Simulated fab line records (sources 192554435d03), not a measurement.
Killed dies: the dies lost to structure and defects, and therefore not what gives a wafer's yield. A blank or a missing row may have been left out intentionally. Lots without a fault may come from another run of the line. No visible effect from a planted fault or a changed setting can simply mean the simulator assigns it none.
Chamber matching / flow n5-finfet / 3 sister chambers for N5_BEOL_M8_CURE_74 on uv-cure-03
The step cures SiCOH lowk, time 240 s. 3 wafers are shown with their chamber, then 9 later ones without.

EACH WAFER AND ITS CHAMBER
wafer=L080.6 chamber=2 wafer_temp_C_max=386.7
wafer=L083.6 chamber=1 wafer_temp_C_max=386.6
wafer=L088.5 chamber=0 wafer_temp_C_max=386.5

WAFERS WITHOUT THEIR CHAMBER
wafer=L090.1 wafer_temp_C_max=385.9
wafer=L090.4 wafer_temp_C_max=386.6
wafer=L090.5 wafer_temp_C_max=386.4
wafer=L093.3 wafer_temp_C_max=385.9
wafer=L093.4 wafer_temp_C_max=387.1
wafer=L093.6 wafer_temp_C_max=386.4
wafer=L095.1 wafer_temp_C_max=387.0
wafer=L095.4 wafer_temp_C_max=387.0
wafer=L095.6 wafer_temp_C_max=386.7

EACH ONE'S CHAMBER
wafer=L090.1; from the rows above=can't be placed: 0 or 1 or 2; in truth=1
wafer=L090.4; from the rows above=can't be placed: 1 or 2 or 0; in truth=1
wafer=L090.5; from the rows above=can't be placed: 0 or 1 or 2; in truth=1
wafer=L093.3; from the rows above=can't be placed: 0 or 1 or 2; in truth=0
wafer=L093.4; from the rows above=can't be placed: 2 or 1 or 0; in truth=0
wafer=L093.6; from the rows above=can't be placed: 0 or 1 or 2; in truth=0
wafer=L095.1; from the rows above=can't be placed: 2 or 1 or 0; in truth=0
wafer=L095.4; from the rows above=can't be placed: 2 or 1 or 0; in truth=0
wafer=L095.6; from the rows above=can't be placed: 2 or 1 or 0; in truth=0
Placed correctly: 0 of 9. Unplaceable from these rows: 9, with the true chamber sitting among the candidates in 9. Placed wrongly: 0.
How it was worked out, from the rows above alone: a wafer's distance from a chamber is the root of the sum, over the readings, of the square of ((its reading less the chamber's mean) divided by the reading's scatter). If the next closest chamber is less than 2 further off than the closest, the wafer can't be placed; otherwise it belongs to the closest. For every chamber, the mean is computed from those of its wafers that are shown. The scatter: with one shown wafer a chamber, the root of the mean of the squares of how far each hidden wafer lies from its nearest shown one.
